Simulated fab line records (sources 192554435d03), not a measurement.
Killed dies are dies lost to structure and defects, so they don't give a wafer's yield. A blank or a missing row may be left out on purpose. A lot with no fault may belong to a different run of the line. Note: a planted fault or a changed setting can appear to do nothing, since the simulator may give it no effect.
Chamber matching -- flow n5_finfet -- N5_FIN_CUT_CUT_ETCH_28 on rie_si-02 has 4 sister chambers
The step etches Si in HBr/Cl2/O2, target depth 6 nm, time 2.4 s. 4 wafers are shown with their chamber, then 7 later ones without.

== WAFERS PAIRED WITH THEIR CHAMBERS ==
wafer,chamber,drypump_motor_current_A (A)
L084.6,3,5.4
L086.6,2,6.3
L087.1,0,5.7
L087.2,1,5.6

== WAFERS WITHOUT THEIR CHAMBER ==
wafer,drypump_motor_current_A (A)
L087.5,5.3
L091.1,5.7
L091.2,5.6
L091.6,5.6
L097.2,5.6
L097.3,5.6
L097.6,5.6

== WHICH CHAMBER EACH WENT THROUGH ==
wafer,from the rows above,in truth
L087.5,3,3
L091.1,0,0
L091.2,1,1
L091.6,1,1
L097.2,1,1
L097.3,1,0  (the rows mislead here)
L097.6,1,1
6 of 7 placed correctly. Not placeable from these rows: 0. Wrongly placed: 1.
How it was worked out, from the rows above alone: a wafer's distance from a chamber is the root of the sum, over the readings, of the square of ((its reading less the chamber's mean) divided by the reading's scatter). If the next closest chamber is less than 2 further off than the closest, the wafer can't be placed; otherwise it belongs to the closest. A chamber's mean is the mean of its shown wafers. The scatter (one wafer shown for each chamber): square how far every hidden wafer sits from the nearest shown wafer, average those squares and take the square root.
